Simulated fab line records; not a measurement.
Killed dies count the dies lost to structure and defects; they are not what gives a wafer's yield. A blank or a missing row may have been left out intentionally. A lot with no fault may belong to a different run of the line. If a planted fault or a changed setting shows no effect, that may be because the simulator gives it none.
8D (eight disciplines) problem report, filled in by code	flow n5-finfet	the parts of the form that need people (team, actions taken, sign-off) are left out

== 1. PROBLEM STATEMENT ==
Mean of etch-rf-on-time-s at N5_BEOL_M11_ETCH_61: 41.7 s across 5 wafers in 3 lots; on wafers with no fault it is 64.9 s (standard deviation 0.85). That puts it -27 standard deviations away from the usual mean.
The step: etches SiARC in CF4, target depth 39 nm, time 65 s.
Seen first at day 12 22:53 on rie-diel-02, wafer L268.2. The record has a number at this step for 32 wafers belonging to 11 lots. By rule, "out" or "out of limits" means more than 4 standard deviations away from the usual mean. All remaining wafers that have a number are taken as sound.

== 2. WHAT IT IS, WHAT IT ISN'T ==
question	is	is not
which readings at this step	etch-rf-on-time-s	drypump-motor-current-A, showerhead-plenum-p-Torr, throttle-valve-pct
which lots	L268, L269, L272	L263, L266, L267, L278, L279, L280, L281, L282
which wafers of those lots	L268.2, L269.2, L269.3, L272.2, L272.3	L268.5, L268.6, L269.5
read on which tools	rie-diel-02	rie-diel-03
when	from day 12 22:53	up to then (11 sound wafers); but 16 sound wafers of L269, L278, L279, L280, L281, L282 came after

== 3. SUSPECTS, AND WHAT RULES EACH OUT ==
Counting: if a tool at a process step up to the reading ran every lot that is out, it stays a suspect. Sound lots after the first of them don't rule it out here, since some wafers of a struck lot are sound.
- rie-diel-02 at N5_BEOL_M11_ETCH_61 (etches SiARC in CF4, target depth 39 nm, time 65 s): kept. Ran every lot that is out, first one L268 (day 12 22:53); last sound lot up to then L267 (day 12 19:43). On those wafers its own readings are out: etch-rf-on-time-s.
Left after counting: rie-diel-02 at N5_BEOL_M11_ETCH_61.

== 4. THE CAUSE (what the simulator had put in) ==
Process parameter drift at N5_BEOL_M11_ETCH_61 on rie-diel-02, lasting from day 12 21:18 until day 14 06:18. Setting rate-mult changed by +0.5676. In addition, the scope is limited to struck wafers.
Only this tool survived the counting.

== 5. SEQUENCE OF EFFECTS, ordered by route ==
Rows list readings where the struck wafers' mean (over those with a number) sits beyond 3 standard deviations from the usual. Scope: only readings with a usual standard deviation given in the record; hours: median across lots of the time from each lot's start at the first step in this table that gives one to its start at this step; sigmas: change in usual standard deviations.
hours	step	reading	usual	on struck wafers	change	sigmas
0	N5_BEOL_M11_ETCH_61	etch-rf-on-time-s	64.9 s	41.7	-23.2	-27
Process steps it contains:
- N5_BEOL_M11_ETCH_61: etches SiARC in CF4, target depth 39 nm, time 65 s.

== 6. WHAT WOULD HAVE CAUGHT IT SOONER ==
The fault began at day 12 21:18; the first out-of-limits reading in this record came at day 12 22:53, 2 hours later.
